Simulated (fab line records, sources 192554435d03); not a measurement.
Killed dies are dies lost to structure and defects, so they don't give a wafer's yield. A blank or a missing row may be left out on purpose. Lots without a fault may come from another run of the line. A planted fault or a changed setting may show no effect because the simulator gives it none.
fab line records | flow n5_finfet
record lots=9 wafers=26 last_day=18
route steps=1938 shown FIN_CUT@174 STI_FIN_REVEAL@187 BEOL_M4@1111 PASSIVATION@1936
lots that met no fault: from a run of the same line without faults
start_h: hours from the record's first day to the start of the lot's first wafer shown | wait_h: hours since the lot's step before | " the same as in the row above | L1.1+2: a row that stands for several wafers | - no value, or no start given | * or withheld: withheld | < > ~ a bound
route shown NAME@n: a module of which the file shows steps, and the number in the route of the first | usual: mean/standard deviation of fault-free wafers | same: alike in all rows | chamber/n: place in a boat | sites: the reading at each site | _std_site: their standard deviation | _edge_site: outer sites' mean less inner sites' | radius_mm: how far each site lies from the wafer's centre | mask NAME#n: copy n | behind: the tool/chamber that last shaped the wafer | hold: why the lot was held/for how many hours/how that ended | device: the transistor (n, p or np) that didn't switch | end of line: the same wafers' tests at the end of the route | a step without rows: its recipe alone | killed: dies lost to structure and defects at the first sort, not the wafer's yield | map: a wafer's dies, x killed, . not, _ none there
set.NAME: the setting as run; set.NAME@STEP: as run at that earlier step | model.NAME: the simulator's own value behind a step, which no gauge read
steps of the route over a sample of lots; a table a step, a row a wafer
services: from which hour (start_h, from the record's first day; less than 0 if before it) a tool's chamber was out of use, for how many hours, and why
## steps
# step N5_FIN_CUT_CUT_ETCH_27
# recipe chemistry=CHF3/O2 target=SiO2 target_depth_a=40 mask_material=SOC overetch_a=20 time_s=4.9 pressure_mtorr=30 source_w=650 bias_w=170 Ar_flow_sccm=200 CHF3_flow_sccm=50 O2_flow_sccm=5 ion_energy_ev=200
# usual O2_flow_sccm=4.999/0.015 drypump_motor_current_A=5.8/0.72 oes_product_au=0.60/0.052 rf_vpp_V=524/9.9 showerhead_plenum_p_Torr=2.42/0.078 throttle_valve_pct=18.94/0.2
# same time_s=4.9
# columns lot.wafer tool chamber start_h wait_h O2_flow_sccm drypump_motor_current_A oes_product_au rf_hours_counter_h rf_vpp_V showerhead_plenum_p_Torr throttle_valve_pct
L205.2 rie_diel-01 3 37.88 0.0 4.975 4.7 0.58 182 529 2.40 19.08
L205.4 " 1 " " 5.003 5.2 0.57 181 531 2.50 18.81
L205.5 " 3 " " 4.975 4.7 0.58 - 528 2.40 19.07
L209.1 rie_diel-06 3 57.52 0.0 4.997 5.4 0.61 142 519 2.43 18.94
L209.2 " 0 " " 4.997 6.4 0.68 40 517 2.54 18.46
L209.6 " 0 " " 4.986 6.4 0.69 - 518 2.54 18.47
L210.2 rie_diel-05 1 63.19 0.0 5.003 6.7 0.61 118 511 2.34 18.99
L210.3 " 0 " " 5.001 6.7 0.58 163 531 2.32 19.23
L210.4 " 3 " " 5.010 4.9 0.53 239 511 2.27 19.09
L211.2 rie_diel-06 1 70.48 0.0 5.025 5.4 0.59 160 527 2.40 18.84
L211.3 " 0 " " 4.976 6.4 0.68 43 518 2.53 18.47
L211.5 " 3 " " 4.989 5.4 0.60 - 519 2.43 18.95
L213.1 rie_diel-01 2 81.71 0.0 5.007 5.6 0.64 120 543 2.43 19.04
L213.2 " 0 " " 5.006 5.0 0.63 127 547 2.50 18.97
L213.4 " 3 " " 5.001 4.7 0.58 196 527 2.39 19.10
L214.1 rie_diel-01 2 87.53 0.0 4.964 5.6 0.63 121 542 2.43 19.03
L214.2 " 3 " " 5.016 4.7 0.57 197 528 2.39 19.10
L214.4 " 1 " " 5.000 5.2 0.56 197 530 2.50 18.80
L218.2 rie_diel-05 0 112.26 0.0 4.963 6.7 0.57 180 529 2.31 19.28
L218.3 " 2 " " 5.012 5.3 0.57 189 523 2.50 18.89
L218.5 " 2 " " 5.008 5.3 0.57 - 525 2.50 18.90
L221.1 rie_diel-05 1 129.18 0.0 5.004 6.7 0.60 142 509 2.33 19.03
L221.2 " 3 " " 5.012 4.9 0.78 2 519 2.55 18.72
L221.3 " 0 " " 5.015 6.7 0.56 186 530 2.31 19.27
L222.4 rie_diel-05 1 135.96 0.0 5.004 6.7 0.59 145 510 2.33 19.04
L222.6 " 3 " " 5.030 4.9 0.76 - 519 2.55 18.71
# step N5_FIN_CUT_INSPECT_17
# recipe inspect_instrument=brightfield mode=aei
# usual raw_defect_count=234/70
# columns lot.wafer tool chamber start_h wait_h raw_defect_count
L205.2 defect_inspect-01 - 38.36 0.0 291
L205.4 " - " " 223
L205.5 " - " " 301
L209.1 defect_inspect-01 - 57.95 0.0 169
L209.2 " - " " 247
L209.6 " - " " 288
L210.2 defect_inspect-02 - 63.62 0.0 173
L210.3 " - " " 182
L210.4 " - " " 230
L211.2 defect_inspect-01 - 71.05 0.0 177
L211.3 " - " " 257
L211.5 " - " " 385
L213.1 defect_inspect-02 - 82.15 0.0 351
L213.2 " - " " 278
L213.4 " - " " 212
L214.1 defect_inspect-01 - 87.96 0.0 197
L214.2 " - " " 192
L214.4 " - " " 291
L218.2 defect_inspect-02 - 112.69 0.0 301
L218.3 " - " " 172
L218.5 " - " " 114
L221.1 defect_inspect-02 - 129.62 0.0 177
L221.2 " - " " 144
L221.3 " - " " 143
L222.4 defect_inspect-01 - 136.52 0.0 254
L222.6 " - " " 252
# step N5_STI_FIN_REVEAL_CMP_04
# recipe stop_on=Si3N4 t_overpolish_s=4 down_force_psi=2 platen_rpm=54.18 post_cmp_clean=alkaline_brush pad_velocity_m_s=1.078 target_thk_nm=131.83
# usual motor_current_A=8.0/1 overpolish_run_s=4.001/0.0093 pad_life_wafers=1236/470 time_to_endpoint_s=105/5.1
# same t_overpolish_s=4
# columns lot.wafer tool chamber start_h wait_h motor_current_A overpolish_run_s pad_life_wafers time_to_endpoint_s
L205.2 cmp-04 2 43.57 0.1 9.0 4.001 709 113
L205.4 " 0 " " 7.4 4.012 711 110
L205.5 " 2 " " 9.6 4.015 - 111
L209.2 cmp-02 3 63.32 0.1 9.0 4.000 589 102
L209.1 " 0 " " 6.6 3.991 590 97
L209.6 " 2 " " 8.3 4.010 - 103
L210.2 cmp-02 0 68.74 0.0 6.7 4.017 636 100
L210.3 " 1 " " 7.0 4.003 637 104
L210.4 " 2 " " 8.3 4.003 638 107
L211.3 cmp-01 0 76.23 0.1 8.1 3.995 1489 104
L211.2 " 1 " " 9.3 4.012 1490 99
L211.5 " 0 " " 7.5 3.997 - 98
L213.1 cmp-01 1 87.32 0.0 9.5 4.006 1572 101
L213.4 " 2 " " 9.5 4.002 1573 102
L213.2 " 0 " " 8.0 3.995 1575 106
L214.4 cmp-01 3 94.61 0.0 6.9 4.007 1638 97
L214.1 " 1 " " 9.4 4.000 1640 97
L214.2 " 2 " " 9.0 4.005 1641 100
L218.3 cmp-02 0 117.89 0.1 6.5 3.990 1040 104
L218.2 " 1 " " 7.4 4.007 1041 110
L218.5 " 2 " " 8.2 4.011 - 108
L221.2 cmp-02 0 135.49 0.0 6.5 4.002 1170 106
L221.1 " 1 " " 6.9 4.010 1171 114
L221.3 " 2 " " 8.1 3.999 1172 221
L222.4 cmp-02 3 141.64 0.0 9.1 4.004 1212 110
L222.6 " 0 " " 6.3 3.986 - 217
# step N5_STI_FIN_REVEAL_ETCHBACK_08
# recipe chemistry=C4F6/O2 target=SiO2 target_depth_a=305 time_s=10.167 ion_energy_ev=250 pressure_mtorr=30 source_w=345 bias_w=185 Ar_flow_sccm=300 C4F6_flow_sccm=10 O2_flow_sccm=10
# usual O2_flow_sccm=10.001/0.028 drypump_motor_current_A=6.0/0.4 oes_product_au=0.81/0.096 rf_vpp_V=672/13 showerhead_plenum_p_Torr=2.84/0.12 throttle_valve_pct=21.19/0.21
# same time_s=10.167
# columns lot.wafer tool chamber start_h wait_h O2_flow_sccm drypump_motor_current_A oes_product_au rf_hours_counter_h rf_vpp_V showerhead_plenum_p_Torr throttle_valve_pct
L205.2 rie_diel-03 1 44.11 0.2 9.993 5.8 0.96 3 664 2.94 21.46
L205.4 " 0 " " 10.009 5.7 0.73 - 649 2.71 21.25
L205.5 " 2 " " 10.046 5.1 0.75 - 686 2.86 21.11
L209.1 rie_diel-02 0 63.86 0.2 10.002 6.4 0.76 134 688 2.75 21.27
L209.2 " 2 " " 10.027 6.0 0.85 82 683 3.02 21.11
L209.6 " 2 " " 9.993 6.0 0.85 - 681 3.02 21.12
L210.2 rie_diel-04 2 69.27 0.2 10.008 6.3 0.75 175 671 2.72 21.55
L210.3 " 1 " " 9.957 6.2 0.95 17 659 2.93 21.24
L210.4 " 3 " " 9.993 5.3 0.98 4 655 2.80 20.85
L211.2 rie_diel-03 1 76.80 0.2 9.996 5.9 0.91 14 663 2.93 21.45
L211.3 " 2 " " 10.009 5.1 0.73 158 687 2.85 21.13
L211.5 " 0 " " 9.979 5.7 0.73 - 649 2.70 21.28
L213.1 rie_diel-03 2 87.85 0.2 9.971 5.1 0.73 162 687 2.85 21.14
L213.2 " 3 " " 10.058 5.4 0.94 5 691 3.01 20.77
L213.4 " 1 " " 9.973 5.9 0.91 17 664 2.93 21.46
L214.1 rie_diel-04 1 95.25 0.2 9.997 6.3 0.93 27 658 2.92 21.26
L214.2 " 2 " " 10.035 6.3 0.72 186 674 2.71 21.58
L214.4 " 2 " " 10.071 6.3 0.73 - 672 2.71 21.56
L218.2 rie_diel-04 3 118.43 0.2 10.037 5.3 0.90 23 656 2.79 20.83
L218.3 " 0 " " 9.959 6.3 0.98 4 674 2.79 20.79
L218.5 " 0 " " 9.932 6.3 0.97 - 674 2.79 20.77
L221.1 rie_diel-03 3 136.06 0.2 9.991 5.4 0.87 25 692 3.00 20.79
L221.2 " 0 " " 10.033 5.6 0.71 218 649 2.70 21.27
L221.3 " 2 " " 9.973 5.1 0.71 177 688 2.84 21.16
L222.4 rie_diel-02 3 142.20 0.1 10.010 6.3 0.91 - 668 2.91 21.16
L222.6 " 2 " " 10.024 6.0 0.81 - 681 3.01 21.14
# step N5_BEOL_M4_RC_MEAS_101
# usual DIBL_N=36.3/1.9 DIBL_P=36.0/2.1 IOFF_N=0.16/0.031 IOFF_P=0.21/0.035 ION_N=675/14 ION_P=464/8.5 SS_N=71.5/0.6 SS_P=73.3/0.72 VT_N=250/3.2 VT_P=-250/3.1
# columns lot.wafer tool chamber start_h wait_h DIBL_N[mV/V] DIBL_P[mV/V] IOFF_N[nA/um] IOFF_P[nA/um] ION_N[uA/um] ION_P[uA/um] SS_N[mV/dec] SS_P[mV/dec] VT_N[mV] VT_P[mV]
L205.2 prober-02 0 173.52 0.2 33.9 34.2 0.12 0.18 658 458 71.0 72.4 252 -251
L205.4 " 0 " " 36.2 36.9 0.16 0.23 668 462 71.5 73.3 250 -248
L205.5 " 0 " " 35.7 35.3 0.14 0.21 656 454 70.8 72.4 252 -249
L209.1 prober-01 0 192.67 0.0 34.9 35.4 0.14 0.21 667 468 71.2 72.8 249 -248
L209.2 " 0 " " 33.6 34.7 0.13 0.20 671 470 71.3 72.7 250 -248
L209.6 " 0 " " 33.5 34.3 0.14 0.21 681 480 71.0 72.3 249 -247
L210.2 prober-02 0 198.42 0.2 39.9 40.2 0.22 0.26 692 471 72.2 75.1 247 -246
L210.3 " 0 " " 38.3 37.8 0.18 0.23 689 473 71.7 73.6 247 -246
L210.4 " 0 " " 37.1 35.9 0.17 0.21 701 477 71.5 74.6 246 -248
L211.2 prober-02 0 207.27 0.2 39.5 38.3 0.19 0.27 675 465 72.0 73.3 249 -247
L211.3 " 0 " " 39.9 38.0 0.22 0.27 672 460 72.6 73.2 247 -244
L211.5 " 0 " " 36.4 35.1 0.16 0.22 677 470 70.3 72.6 251 -247
L213.1 prober-01 0 208.91 0.0 37.2 39.2 0.19 0.23 662 451 72.9 73.5 250 -249
L213.2 " 0 " " 33.7 35.7 0.13 0.18 667 454 70.8 72.9 252 -255
L213.4 " 0 " " 30.6 31.6 0.09 0.13 638 441 70.6 72.3 256 -255
L214.1 prober-01 0 214.27 0.0 35.1 35.4 0.14 0.20 681 474 71.3 72.9 250 -250
L214.2 " 0 " " 34.2 34.7 0.13 0.19 668 459 71.3 73.1 254 -251
L214.4 " 0 " " 34.3 32.9 0.11 0.15 656 449 71.3 72.6 259 -254
L218.2 prober-01 0 285.25 0.2 37.7 35.8 0.17 0.22 691 473 72.6 73.5 248 -246
L218.3 " 0 " " 36.4 34.5 0.15 0.19 675 462 72.1 72.9 250 -251
L218.5 " 0 " " 37.2 34.4 0.16 0.19 676 460 72.3 72.9 251 -251
L222.4 prober-02 0 308.02 0.5 39.9 38.6 0.21 0.25 683 462 72.6 74.0 245 -247
L222.6 " 0 " " 40.5 39.5 0.24 0.27 715 481 72.2 74.0 244 -245
L221.1 prober-01 0 313.40 0.0 38.9 37.9 0.18 0.24 673 462 71.4 74.0 248 -249
L221.2 " 0 " " 36.9 34.5 0.15 0.19 673 456 71.2 73.6 249 -252
L221.3 " 0 " " 37.8 36.4 0.15 0.22 648 451 72.2 74.2 253 -252
# step N5_PASSIVATION_PROBE_49
# usual defect_limited_yield=91.0/1.5 killed_at_M0_to_M3=32/9.6 killed_at_M4_up=13/4.7 killed_at_contacts=13/7.2 killed_at_front_end=44/13 killed_at_other=4/3.4 killed_dies=106/18 killed_on_rim=14/4.2 killed_open=70/13 killed_short=35/8 sort_bin_5_function=5.3/0.97 sort_bin_6_memory=3.4/0.73 sort_bin_8_speed=0.00/0.036 sort_n_pass=1074/18 sort_yield_pct=91.0/1.5
# same gross_dies=1180 killed_at_back_side=0 sort_bin_4_leakage[%]=0
# columns lot.wafer tool chamber start_h wait_h defect_limited_yield[%] killed_at_M0_to_M3 killed_at_M4_up killed_at_contacts killed_at_front_end killed_at_other killed_dies killed_on_rim killed_open killed_short sort_bin_5_function[%] sort_bin_6_memory[%] sort_bin_8_speed[%] sort_n_pass sort_yield_pct[%]
L205.2 prober-01 - 258.65 0.1 90.3 38 14 19 44 0 115 10 74 41 5.3 3.9 0 1065 90.3
L205.4 prober-01 - 258.75 0.2 92.5 27 10 12 37 3 89 15 57 30 3.9 3.4 0 1091 92.5
L205.5 prober-01 - 258.80 0.2 93.0 19 13 15 35 1 83 12 65 18 3.6 3.2 0 1097 93.0
L209.1 prober-02 - 272.64 0.0 91.5 27 14 13 44 2 100 11 64 35 5.1 3.1 0 1080 91.5
L209.2 prober-02 - 272.69 0.1 92.5 27 11 6 42 2 88 13 51 36 4.4 2.6 0 1092 92.5
L209.6 prober-02 - 272.89 0.3 90.1 29 17 13 56 2 117 16 82 33 5.9 3.6 0 1063 90.1
L210.2 prober-02 - 279.61 0.1 91.7 19 15 19 33 12 98 12 64 34 4.5 3.5 0 1082 91.7
L210.3 prober-02 - 279.66 0.1 91.3 21 14 12 47 9 103 13 67 35 4.3 4.1 0 1077 91.3
L210.4 prober-02 - 279.71 0.2 93.1 18 16 21 25 2 82 9 56 26 4.2 2.5 0 1098 93.1
L211.2 prober-02 - 290.53 0.1 91.1 33 15 7 36 14 105 14 68 35 5.3 3.3 0 1075 91.1
L211.3 prober-02 - 290.58 0.1 92.1 28 19 7 38 1 93 9 58 34 4.6 2.8 0 1087 92.1
L211.5 prober-02 - 290.68 0.2 91.3 35 18 3 45 2 103 8 60 40 4.9 3.6 0 1077 91.3
L213.1 prober-01 - 295.16 0.0 92.4 21 11 10 41 7 90 10 56 32 4.3 3.0 0 1090 92.4
L213.2 prober-01 - 295.21 0.1 91.3 21 7 8 65 2 103 18 72 29 4.7 3.8 0 1077 91.3
L213.4 prober-01 - 295.31 0.2 93.9 24 10 7 27 4 72 14 44 27 3.4 2.5 0.42 1103 93.5
L214.1 prober-02 - 296.23 0.3 89.7 34 13 29 46 0 122 14 81 41 6.5 3.6 0 1058 89.7
L214.2 prober-02 - 296.28 0.3 90.9 51 9 16 24 7 107 12 72 35 5.5 3.5 0 1073 90.9
L214.4 prober-02 - 296.38 0.4 91.7 26 19 15 35 3 98 18 68 30 4.4 3.8 0 1082 91.7
L218.2 prober-02 - 375.95 0.1 92.5 41 8 6 32 2 89 13 59 28 5.2 2.1 0 1091 92.5
L218.3 prober-02 - 376.00 0.1 92.2 36 12 14 30 0 92 10 56 34 4.8 2.7 0 1088 92.2
L218.5 prober-02 - 376.10 0.2 93.9 22 15 14 20 1 72 8 46 23 3.2 2.6 0 1108 93.9
L222.4 prober-01 - 420.96 0.2 90.3 32 10 18 49 5 114 12 76 32 5.4 3.7 0 1066 90.3
L222.6 prober-01 - 421.06 0.3 87.6 49 20 12 58 7 146 25 98 48 6.5 5.4 0 1034 87.6
L221.1 prober-01 - 425.08 0.0 89.5 33 16 26 47 2 124 15 87 36 5.8 4.3 0 1056 89.5
L221.2 prober-01 - 425.13 0.1 91.6 31 7 15 43 3 99 9 60 37 4.7 3.3 0 1081 91.6
L221.3 prober-01 - 425.18 0.1 91.0 22 11 20 50 3 106 16 63 42 5.3 3.2 0 1074 91.0
# killed by level:class
L205.2 FIN_SAQP:geometric_particle:short=14 MOL_CONTACT_COAG:geometric_particle:open=14 BEOL_M4:geometric_particle:open=10 BEOL_M2:geometric_particle:open=8 FIN_SAQP:geometric_particle:open=7 BEOL_M3:geometric_particle:open=7 GATE_CUT:geometric_particle:short=6 BEOL_M1:geometric_particle:open=6
L205.4 BEOL_M2:geometric_particle:open=15 MOL_CONTACT_COAG:geometric_particle:open=7 STI_FIN_REVEAL:geometric_particle:open=6 FIN_SAQP:geometric_particle:open=6 BEOL_M3:geometric_particle:open=6 MOL_CONTACT_COAG:geometric_particle:short=5 STARTING-WAFER:geometric_particle:short=5 FIN_SAQP:geometric_particle:short=4
L205.5 MOL_CONTACT_COAG:geometric_particle:open=13 FIN_SAQP:geometric_particle:open=12 BEOL_M4:geometric_particle:open=9 FIN_SAQP:geometric_particle:short=8 BEOL_M3:geometric_particle:open=8 BEOL_M2:geometric_particle:open=6 STI_FIN_REVEAL:geometric_particle:open=3 DUMMY_GATE:geometric_particle:open=3
L209.1 STI_FIN_REVEAL:geometric_particle:open=9 MOL_CONTACT_COAG:geometric_particle:open=9 BEOL_M3:geometric_particle:open=8 BEOL_M0_SAQP:geometric_particle:open=7 FIN_SAQP:geometric_particle:short=6 BEOL_M2:geometric_particle:open=6 GATE_CUT:geometric_particle:short=6 STARTING-WAFER:geometric_particle:short=6
L209.2 STI_FIN_REVEAL:geometric_particle:open=10 FIN_SAQP:geometric_particle:short=8 BEOL_M0_SAQP:geometric_particle:short=8 FIN_SAQP:geometric_particle:open=7 BEOL_M0_SAQP:geometric_particle:open=6 BEOL_M2:geometric_particle:open=5 STARTING-WAFER:geometric_particle:short=5 BEOL_M4:geometric_particle:open=4
L209.6 STI_FIN_REVEAL:geometric_particle:open=28 BEOL_M0_SAQP:geometric_particle:open=10 MOL_CONTACT_COAG:geometric_particle:open=9 BEOL_M4:geometric_particle:open=9 BEOL_M0_SAQP:geometric_particle:short=8 FIN_SAQP:geometric_particle:open=6 FIN_SAQP:geometric_particle:short=5 GATE_CUT:geometric_particle:short=4
L210.2 MOL_CONTACT_COAG:geometric_particle:open=15 FIN_SAQP:geometric_particle:open=8 BEOL_M0_SAQP:geometric_particle:open=8 FIN_SAQP:geometric_particle:short=6 DUMMY_GATE:geometric_particle:open=6 BEOL_M4:geometric_particle:short=5 BEOL_M4:geometric_particle:open=5 MOL_CONTACT_COAG:geometric_particle:short=4
L210.3 STI_FIN_REVEAL:geometric_particle:open=10 MOL_CONTACT_COAG:geometric_particle:open=8 FIN_SAQP:geometric_particle:open=7 GATE_CUT:geometric_particle:short=5 GATE_CUT:geometric_particle:open=5 BEOL_M0_SAQP:geometric_particle:open=5 BEOL_M0_SAQP:geometric_particle:short=5 FIN_SAQP:geometric_particle:short=4
L210.4 MOL_CONTACT_COAG:geometric_particle:open=16 BEOL_M4:geometric_particle:open=9 FIN_SAQP:geometric_particle:open=6 BEOL_M4:geometric_particle:short=6 GATE_CUT:geometric_particle:open=6 MOL_CONTACT_COAG:geometric_particle:short=5 BEOL_M0:geometric_particle:open=4 STI_FIN_REVEAL:geometric_particle:open=3
L211.2 BEOL_M0_SAQP:geometric_particle:open=11 BEOL_M0_SAQP:geometric_particle:short=11 BEOL_M4:geometric_particle:open=9 FIN_SAQP:geometric_particle:open=7 STI_FIN_REVEAL:geometric_particle:open=7 BEOL_M2:geometric_particle:open=5 PASS1_CAP:geometric_particle:open=5 DUMMY_GATE:geometric_particle:open=4
L211.3 BEOL_M4:geometric_particle:open=11 BEOL_M0_SAQP:geometric_particle:open=9 FIN_SAQP:geometric_particle:short=8 BEOL_M0_SAQP:geometric_particle:short=8 MOL_CONTACT_COAG:geometric_particle:open=7 FIN_SAQP:geometric_particle:open=5 STI_FIN_REVEAL:geometric_particle:open=5 DUMMY_GATE:geometric_particle:open=5
L211.5 FIN_SAQP:geometric_particle:short=11 BEOL_M2:geometric_particle:open=9 DUMMY_GATE:geometric_particle:open=8 BEOL_M4:geometric_particle:open=8 FIN_SAQP:geometric_particle:open=7 GATE_CUT:geometric_particle:short=7 STI_FIN_REVEAL:geometric_particle:open=6 BEOL_M0_SAQP:geometric_particle:short=6
L213.1 STI_FIN_REVEAL:geometric_particle:open=13 MOL_CONTACT_COAG:geometric_particle:open=10 FIN_SAQP:geometric_particle:open=9 BEOL_M0_SAQP:geometric_particle:short=8 GATE_CUT:geometric_particle:short=5 BEOL_M4:geometric_particle:open=5 BEOL_M0_SAQP:geometric_particle:open=4 BEOL_M2:geometric_particle:open=4
L213.2 STI_FIN_REVEAL:geometric_particle:open=32 FIN_SAQP:geometric_particle:short=8 STI_FIN_REVEAL:geometric_particle:short=8 MOL_CONTACT_COAG:geometric_particle:open=7 BEOL_M2:geometric_particle:open=6 FIN_SAQP:geometric_particle:open=5 BEOL_M1:geometric_particle:open=5 STARTING-WAFER:geometric_particle:short=4
L213.4 BEOL_M2:geometric_particle:open=7 FIN_SAQP:geometric_particle:open=6 MOL_CONTACT_COAG:geometric_particle:open=5 FIN_SAQP:geometric_particle:short=4 GATE_CUT:geometric_particle:short=4 GATE_CUT:geometric_particle:open=4 BEOL_M0_SAQP:geometric_particle:short=4 BEOL_M4:geometric_particle:open=4
L214.1 MOL_CONTACT_COAG:geometric_particle:open=25 FIN_SAQP:geometric_particle:short=15 FIN_SAQP:geometric_particle:open=13 BEOL_M4:geometric_particle:open=10 BEOL_M0_SAQP:geometric_particle:open=10 BEOL_M0_SAQP:geometric_particle:short=9 BEOL_M3:geometric_particle:open=9 STARTING-WAFER:geometric_particle:short=7
L214.2 BEOL_M3:geometric_particle:open=13 MOL_CONTACT_COAG:geometric_particle:open=13 BEOL_M0_SAQP:geometric_particle:open=11 BEOL_M0_SAQP:geometric_particle:short=11 FIN_SAQP:geometric_particle:open=7 BEOL_M1:geometric_particle:open=6 FIN_SAQP:geometric_particle:short=5 BEOL_M2:geometric_particle:open=4
L214.4 MOL_CONTACT_COAG:geometric_particle:open=14 FIN_SAQP:geometric_particle:open=9 FIN_SAQP:geometric_particle:short=8 BEOL_M4:geometric_particle:open=8 BEOL_M0_SAQP:geometric_particle:short=6 BEOL_M3:geometric_particle:open=6 STI_FIN_REVEAL:geometric_particle:open=5 BEOL_M0_SAQP:geometric_particle:open=4
L218.2 BEOL_M0_SAQP:geometric_particle:open=16 FIN_SAQP:geometric_particle:short=9 BEOL_M0_SAQP:geometric_particle:short=9 DUMMY_GATE:geometric_particle:open=6 MOL_CONTACT_COAG:geometric_particle:open=6 FIN_SAQP:geometric_particle:open=5 BEOL_M1:geometric_particle:open=4 BEOL_M2:geometric_particle:open=4
L218.3 BEOL_M0_SAQP:geometric_particle:open=13 MOL_CONTACT_COAG:geometric_particle:open=12 FIN_SAQP:geometric_particle:short=9 BEOL_M0_SAQP:geometric_particle:short=8 FIN_SAQP:geometric_particle:open=7 BEOL_M2:geometric_particle:open=6 GATE_CUT:geometric_particle:short=3 BEOL_M4:geometric_particle:open=3
L218.5 MOL_CONTACT_COAG:geometric_particle:open=12 BEOL_M0_SAQP:geometric_particle:open=8 BEOL_M0_SAQP:geometric_particle:short=7 FIN_SAQP:geometric_particle:open=6 BEOL_M4:geometric_particle:open=6 BEOL_M3:geometric_particle:open=4 STARTING-WAFER:geometric_particle:short=3 STARTING-WAFER:geometric_particle:open=3
L222.4 FIN_SAQP:geometric_particle:open=14 BEOL_M0_SAQP:geometric_particle:open=14 MOL_CONTACT_COAG:geometric_particle:open=14 FIN_SAQP:geometric_particle:short=11 STI_FIN_REVEAL:geometric_particle:open=8 BEOL_M0_SAQP:geometric_particle:short=7 BEOL_M3:geometric_particle:open=6 BEOL_M4:geometric_particle:open=6
L222.6 FIN_SAQP:geometric_particle:open=21 BEOL_M0_SAQP:geometric_particle:short=18 BEOL_M0_SAQP:geometric_particle:open=15 FIN_SAQP:geometric_particle:short=12 BEOL_M4:geometric_particle:open=11 MOL_CONTACT_COAG:geometric_particle:open=11 STI_FIN_REVEAL:geometric_particle:open=10 BEOL_M3:geometric_particle:open=9
L221.1 MOL_CONTACT_COAG:geometric_particle:open=22 STI_FIN_REVEAL:geometric_particle:open=18 BEOL_M0_SAQP:geometric_particle:short=11 BEOL_M0_SAQP:geometric_particle:open=7 BEOL_M1:geometric_particle:open=7 FIN_SAQP:geometric_particle:open=6 BEOL_M8:geometric_particle:open=6 DUMMY_GATE:geometric_particle:open=5
L221.2 MOL_CONTACT_COAG:geometric_particle:open=12 STI_FIN_REVEAL:geometric_particle:open=9 BEOL_M0:geometric_particle:open=7 STARTING-WAFER:geometric_particle:short=7 BEOL_M0_SAQP:geometric_particle:short=6 BEOL_M0_SAQP:geometric_particle:open=6 STI_FIN_REVEAL:geometric_particle:short=5 FIN_SAQP:geometric_particle:short=4
L221.3 MOL_CONTACT_COAG:geometric_particle:open=15 STI_FIN_REVEAL:geometric_particle:open=12 BEOL_M0_SAQP:geometric_particle:short=8 STI_FIN_REVEAL:geometric_particle:short=7 GATE_CUT:geometric_particle:short=6 MOL_CONTACT_COAG:geometric_particle:short=5 BEOL_M1:geometric_particle:open=5 BEOL_M3:geometric_particle:open=5
## services
# columns tool chamber start_h hours kind
rie_diel-03 1 21.50 - clean
rie_diel-03 1 21.50 - consumable_replace:focus_ring
rie_diel-03 1 21.50 17.3 scheduled_down
rie_diel-03 1 21.50 17.3 vent_cycle
rie_diel-04 - 24.08 0.3 repair
cmp-01 - 36.39 10.9 pm
rie_diel-03 3 38.80 - clean
rie_diel-03 3 38.80 - consumable_replace:focus_ring
rie_diel-03 3 38.80 - consumable_replace:showerhead
rie_diel-03 3 38.80 32.4 scheduled_down
rie_diel-03 3 38.80 32.4 vent_cycle
rie_diel-03 1 50.89 8.8 repair
rie_diel-05 - 61.74 0.4 repair
rie_diel-06 - 78.44 14.6 pm
cmp-04 - 84.65 1.4 repair
cmp-04 - 93.13 3.8 repair
rie_diel-05 3 93.56 - clean
rie_diel-04 1 98.25 7.9 repair
rie_diel-04 - 101.94 0.2 repair
rie_diel-03 2 103.38 6.4 repair
cmp-04 - 104.29 4.8 pm
rie_diel-03 0 107.48 11.9 repair
cmp-04 - 110.98 0.7 repair
rie_diel-04 0 111.02 1.2 repair
## key
first_sign step=N5_STI_FIN_REVEAL_CMP_04 reading=time_to_endpoint_s direction=up sigmas=22 usual=* struck=*
effect none on later readings
met_at N5_STI_FIN_REVEAL_CMP_04
struck_lots L221,L222
struck_wafers L221.3,L222.6
not_acting_at N5_FIN_CUT_CUT_ETCH_27,N5_FIN_CUT_INSPECT_17,N5_STI_FIN_REVEAL_ETCHBACK_08
onset_between 117.89 135.49
fault kind=process_parameter_drift tool=cmp-02 chamber=- onset_h=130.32 steps=N5_STI_FIN_REVEAL_CMP_04 channel=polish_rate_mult offset=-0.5 shape=step end_h=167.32 scope=struck_wafers_only
